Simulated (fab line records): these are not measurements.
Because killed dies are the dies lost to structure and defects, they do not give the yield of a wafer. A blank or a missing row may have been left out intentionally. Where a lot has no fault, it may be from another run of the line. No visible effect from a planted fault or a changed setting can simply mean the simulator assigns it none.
Which tool is to blame?	flow n5 finfet	41 wafers sampled from 14 lots at 1 step of a route of 1938

## WHAT EACH GAUGE READ, for each wafer
N5_PMOS_HMC_CHANNEL_EPI_THK_MEAS_22. Usual: HMC_CMP_THK 53.7 nm, standard deviation 0.78.
lot	measured	on	HMC_CMP_THK (nm)	flag
L948	day 2 07:30	film metro-01	52.8 53.1 53.2	
L949	day 2 14:15	film metro-01	52.6 54.1 54.3	
L950	day 2 20:38	film metro-02	55.3 52.9 54.4	
L951	day 3 03:07	film metro-01	53.3 52.2 52.7	
L952	day 3 08:55	film metro-02	54.7 52.5 53.1	
L953	day 3 13:59	film metro-02	53.7 53.2 53.0	
L955	day 4 01:52	film metro-02	54.6 54.6 54.3	
L956	day 4 08:08	film metro-01	53.2 54.2 54.2	
L964	day 6 09:19	film metro-02	54.0 52.8 54.3	
L965	day 6 20:18	film metro-01	53.4 54.4 53.3	
L966	day 6 21:17	film metro-01	53.9 54.7 54.0	
L967	day 7 02:17	film metro-01	53.0 52.6 54.2	
L968	day 7 07:13	film metro-02	52.5 54.2	
L969	day 7 13:23	film metro-02	54.2 54.3 53.5	

## EACH LOT AND THE TOOL THAT RAN IT (in order: tool; ch and the chambers of the sampled wafers; start)
The record shows no process step preceding these readings.

## WHAT THE TOOLS THEMSELVES READ (means of the sampled wafers that have a number; where no wafer has one, the mark that the record gives instead)
The record holds no such reading with a usual standard deviation.

## THE ANSWER, worked out from the rows above alone
Rule: lot off if the mean of its wafers having a number is beyond 3 standard deviations from the usual mean. Also off: a lot with no number at a reading for which 4 or more lots have one. All remaining lots with rows at the step are treated as sound. First the gauges in route order, then the tools' own readings, where a lot's mean is used as printed above. The first step at which some lot is off is used, and at that step the reading that is off furthest; a lot without a number counts as furthest.
Across all readings shown, no lot is off: no conclusion can be drawn from this.

## WHAT WAS PUT IN BY THE SIMULATOR
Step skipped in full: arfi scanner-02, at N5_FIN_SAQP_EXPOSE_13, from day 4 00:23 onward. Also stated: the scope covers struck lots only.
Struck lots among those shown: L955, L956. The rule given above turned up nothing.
